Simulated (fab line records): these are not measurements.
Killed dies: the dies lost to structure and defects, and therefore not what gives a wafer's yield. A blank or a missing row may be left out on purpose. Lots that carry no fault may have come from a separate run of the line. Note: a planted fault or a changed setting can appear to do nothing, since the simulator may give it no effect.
Chamber matching || flow nand-harc || NHARC_P_GATE_STRIP_101 on rie-diel-10: 4 sister chambers
The step strips in O2, time 20 s. 18 wafers are shown with their chamber, then 9 later ones without.

EACH WAFER AND ITS CHAMBER
{"wafer": "L660.4", "chamber": 3, "showerhead-plenum-p-Torr (Torr)": 3.76, "drypump-motor-current-A (A)": 5.88, "oes-product-au (a.u.)": 0.995}
{"wafer": "L660.5", "chamber": 1, "showerhead-plenum-p-Torr (Torr)": 3.54, "drypump-motor-current-A (A)": 5.65, "oes-product-au (a.u.)": 1.009}
{"wafer": "L660.6", "chamber": 2, "showerhead-plenum-p-Torr (Torr)": 3.66, "drypump-motor-current-A (A)": 6.10, "oes-product-au (a.u.)": 1.008}
{"wafer": "L661.2", "chamber": 3, "showerhead-plenum-p-Torr (Torr)": 3.76, "drypump-motor-current-A (A)": 5.90, "oes-product-au (a.u.)": 0.999}
{"wafer": "L661.4", "chamber": 2, "showerhead-plenum-p-Torr (Torr)": 3.66, "drypump-motor-current-A (A)": 6.05, "oes-product-au (a.u.)": 1.014}
{"wafer": "L661.6", "chamber": 0, "showerhead-plenum-p-Torr (Torr)": 3.74, "drypump-motor-current-A (A)": 5.31, "oes-product-au (a.u.)": 1.010}
{"wafer": "L667.2", "chamber": 3, "showerhead-plenum-p-Torr (Torr)": 3.76, "drypump-motor-current-A (A)": 5.90, "oes-product-au (a.u.)": 0.995}
{"wafer": "L667.3", "chamber": 2, "showerhead-plenum-p-Torr (Torr)": 3.65, "drypump-motor-current-A (A)": 6.05, "oes-product-au (a.u.)": 1.006}
{"wafer": "L667.4", "chamber": 0, "showerhead-plenum-p-Torr (Torr)": 3.73, "drypump-motor-current-A (A)": 5.30, "oes-product-au (a.u.)": 1.007}
{"wafer": "L668.1", "chamber": 1, "showerhead-plenum-p-Torr (Torr)": 3.53, "drypump-motor-current-A (A)": 5.64, "oes-product-au (a.u.)": 1.005}
{"wafer": "L668.5", "chamber": 2, "showerhead-plenum-p-Torr (Torr)": 3.65, "drypump-motor-current-A (A)": 6.05, "oes-product-au (a.u.)": 1.003}
{"wafer": "L668.6", "chamber": 1, "showerhead-plenum-p-Torr (Torr)": 3.53, "drypump-motor-current-A (A)": 5.65, "oes-product-au (a.u.)": 1.010}
{"wafer": "L669.1", "chamber": 0, "showerhead-plenum-p-Torr (Torr)": 3.73, "drypump-motor-current-A (A)": 5.32, "oes-product-au (a.u.)": 0.991}
{"wafer": "L669.2", "chamber": 1, "showerhead-plenum-p-Torr (Torr)": 3.53, "drypump-motor-current-A (A)": 5.63, "oes-product-au (a.u.)": 0.999}
{"wafer": "L669.5", "chamber": 3, "showerhead-plenum-p-Torr (Torr)": 3.76, "drypump-motor-current-A (A)": 5.89, "oes-product-au (a.u.)": 0.995}
{"wafer": "L677.4", "chamber": 2, "showerhead-plenum-p-Torr (Torr)": 3.65, "drypump-motor-current-A (A)": 6.03, "oes-product-au (a.u.)": 0.986}
{"wafer": "L677.5", "chamber": 1, "showerhead-plenum-p-Torr (Torr)": 3.53, "drypump-motor-current-A (A)": 5.62, "oes-product-au (a.u.)": 1.007}
{"wafer": "L677.6", "chamber": 0, "showerhead-plenum-p-Torr (Torr)": 3.73, "drypump-motor-current-A (A)": 5.34, "oes-product-au (a.u.)": 1.002}

SIGNATURES, as means of the wafers listed above
{"reading": "showerhead-plenum-p-Torr", "chamber 0": 3.7325, "chamber 1": 3.5320, "chamber 2": 3.6540, "chamber 3": 3.7600, "scatter within a chamber": 0.00443}
{"reading": "drypump-motor-current-A", "chamber 0": 5.3175, "chamber 1": 5.6380, "chamber 2": 6.0560, "chamber 3": 5.8925, "scatter within a chamber": 0.018}
{"reading": "oes-product-au", "chamber 0": 1.00250, "chamber 1": 1.00600, "chamber 2": 1.00340, "chamber 3": 0.99600, "scatter within a chamber": 0.00727}
Rule: for each reading, subtract the chamber's mean from the wafer's reading, divide by that reading's scatter and square the result; add these up over the readings and take the root, which gives the wafer's distance from the chamber. The wafer belongs to the nearest chamber; if the next one is less than 2 further off, it can't be placed. The scatter: the root of (the sum of the squares of (reading less its chamber's mean) over the shown wafers, divided by (wafers less chambers)).

WAFERS WHOSE CHAMBER IS MISSING
{"wafer": "L680.2", "showerhead-plenum-p-Torr (Torr)": 3.75, "drypump-motor-current-A (A)": 5.88, "oes-product-au (a.u.)": 1.003}
{"wafer": "L680.3", "showerhead-plenum-p-Torr (Torr)": 3.53, "drypump-motor-current-A (A)": 5.66, "oes-product-au (a.u.)": 0.997}
{"wafer": "L680.4", "showerhead-plenum-p-Torr (Torr)": 3.65, "drypump-motor-current-A (A)": 6.08, "oes-product-au (a.u.)": 1.011}
{"wafer": "L679.1", "showerhead-plenum-p-Torr (Torr)": 3.64, "drypump-motor-current-A (A)": 6.06, "oes-product-au (a.u.)": 1.014}
{"wafer": "L679.3", "showerhead-plenum-p-Torr (Torr)": 3.75, "drypump-motor-current-A (A)": 5.92, "oes-product-au (a.u.)": 0.994}
{"wafer": "L679.4", "showerhead-plenum-p-Torr (Torr)": 3.52, "drypump-motor-current-A (A)": 5.65, "oes-product-au (a.u.)": 1.002}
{"wafer": "L682.2", "showerhead-plenum-p-Torr (Torr)": 3.52, "drypump-motor-current-A (A)": 5.66, "oes-product-au (a.u.)": 1.008}
{"wafer": "L682.5", "showerhead-plenum-p-Torr (Torr)": 3.75, "drypump-motor-current-A (A)": 5.89, "oes-product-au (a.u.)": 1.000}
{"wafer": "L682.6", "showerhead-plenum-p-Torr (Torr)": 3.73, "drypump-motor-current-A (A)": 5.34, "oes-product-au (a.u.)": 1.003}

WHICH CHAMBER EACH ONE RAN IN
{"wafer": "L680.2", "from the rows above": 3, "in truth": 3}
{"wafer": "L680.3", "from the rows above": 1, "in truth": 1}
{"wafer": "L680.4", "from the rows above": 2, "in truth": 2}
{"wafer": "L679.1", "from the rows above": 2, "in truth": 2}
{"wafer": "L679.3", "from the rows above": 3, "in truth": 3}
{"wafer": "L679.4", "from the rows above": 1, "in truth": 1}
{"wafer": "L682.2", "from the rows above": 1, "in truth": 1}
{"wafer": "L682.5", "from the rows above": 3, "in truth": 3}
{"wafer": "L682.6", "from the rows above": 0, "in truth": 0}
Correct placement for 9 of the 9. Number that these rows cannot place: 0. Wrongly placed: 0.
